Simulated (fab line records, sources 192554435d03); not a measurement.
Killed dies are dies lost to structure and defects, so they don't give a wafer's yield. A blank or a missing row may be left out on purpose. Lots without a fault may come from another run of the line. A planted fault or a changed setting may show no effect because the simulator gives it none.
Chamber matching | flow n5_finfet | N5_BEOL_M10_ETCH_62 on rie_diel-01: 4 sister chambers
The step etches SOC in N2/H2, target depth 110 nm, overetch 22 nm, time 165 s. 8 wafers are shown with their chamber, then 8 later ones without.

WAFERS WITH THEIR CHAMBER
wafer  | chamber | showerhead_plenum_p_Torr (Torr) | throttle_valve_pct (%)
L079.4 | 2       | 2.52                            | 18.47
L076.3 | 0       | 2.46                            | 17.46
L083.1 | 1       | 2.57                            | 17.56
L083.6 | 3       | 2.46                            | 17.80
L085.4 | 1       | 2.57                            | 17.56
L085.5 | 0       | 2.45                            | 17.51
L085.6 | 3       | 2.46                            | 17.82
L088.1 | 2       | 2.51                            | 18.06

WAFERS WITHOUT THEIR CHAMBER
wafer  | showerhead_plenum_p_Torr (Torr) | throttle_valve_pct (%)
L088.2 | 2.57                            | 17.58
L088.6 | 2.51                            | 18.06
L092.1 | 2.45                            | 17.87
L092.2 | 2.45                            | 17.54
L092.6 | 2.45                            | 17.87
L096.1 | 2.50                            | 18.09
L096.2 | 2.56                            | 17.60
L096.5 | 2.50                            | 18.11

WHICH CHAMBER EACH WENT THROUGH
wafer  | from the rows above     | in truth
L088.2 | 1                       | 1
L088.6 | 2                       | 2
L092.1 | can't be placed: 3 or 0 | 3
L092.2 | can't be placed: 0 or 3 | 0
L092.6 | can't be placed: 3 or 0 | 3
L096.1 | 2                       | 2
L096.2 | 1                       | 1
L096.5 | 2                       | 2
Placed correctly: 5 of 8. Can't be placed from these rows: 3 (the true chamber is among the candidates in 3). Placed wrongly: 0.
How it was worked out, from the rows above alone: a wafer's distance from a chamber is the root of the sum, over the readings, of the square of ((its reading less the chamber's mean) divided by the reading's scatter). The wafer belongs to the nearest chamber; if the next one is less than 2 further off, it can't be placed. A chamber's mean is the mean of its shown wafers. The scatter: the root of (the sum of the squares of (reading less its chamber's mean) over the shown wafers, divided by (wafers less chambers)).
